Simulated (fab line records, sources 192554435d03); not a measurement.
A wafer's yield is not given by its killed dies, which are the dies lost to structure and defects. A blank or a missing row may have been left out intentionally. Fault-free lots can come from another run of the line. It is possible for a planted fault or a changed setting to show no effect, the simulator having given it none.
Matching of chambers :: flow n5 finfet :: N5_BEOL_M13_ILD_DEP_00 on pecvd-03 has 3 sister chambers
The step deposits SiOC from DEMS/O2, target thk 837.92 nm, time 166.4 s. 3 wafers are shown with their chamber, then 10 later ones without.

== WAFERS PAIRED WITH THEIR CHAMBERS ==
wafer: L081.1
chamber: 2
showerhead vpp V (V): 1515

wafer: L085.2
chamber: 0
showerhead vpp V (V): 1419

wafer: L085.3
chamber: 1
showerhead vpp V (V): 1388

== WAFERS WITHOUT THEIR CHAMBER ==
wafer: L085.4
showerhead vpp V (V): 1394

wafer: L092.1
showerhead vpp V (V): 1362

wafer: L092.4
showerhead vpp V (V): 1432

wafer: L092.6
showerhead vpp V (V): 1510

wafer: L090.1
showerhead vpp V (V): 1527

wafer: L090.3
showerhead vpp V (V): 1404

wafer: L090.4
showerhead vpp V (V): 1384

wafer: L096.1
showerhead vpp V (V): 1398

wafer: L096.2
showerhead vpp V (V): 1401

wafer: L096.4
showerhead vpp V (V): 1524

== WHICH CHAMBER EACH WENT THROUGH ==
wafer: L085.4
from the rows above: can't be placed: 1 or 0
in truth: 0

wafer: L092.1
from the rows above: 1
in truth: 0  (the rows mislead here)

wafer: L092.4
from the rows above: 0
in truth: 0

wafer: L092.6
from the rows above: 2
in truth: 2

wafer: L090.1
from the rows above: 2
in truth: 2

wafer: L090.3
from the rows above: can't be placed: 0 or 1
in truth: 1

wafer: L090.4
from the rows above: 1
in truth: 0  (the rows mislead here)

wafer: L096.1
from the rows above: can't be placed: 1 or 0
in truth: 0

wafer: L096.2
from the rows above: can't be placed: 1 or 0
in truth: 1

wafer: L096.4
from the rows above: 2
in truth: 2
Correct placement for 4 of the 10. Not placeable from these rows: 4 (in 4, the candidates include the true chamber). 2 placed wrongly.
How it was worked out, from the rows above alone: a wafer's distance from a chamber is the root of the sum, over the readings, of the square of ((its reading less the chamber's mean) divided by the reading's scatter). The wafer belongs to the nearest chamber; if the next one is less than 2 further off, it can't be placed. A chamber's mean is the mean of its shown wafers. The scatter: root of mean squared gap, hidden wafer to nearest shown wafer, with one shown wafer a chamber.
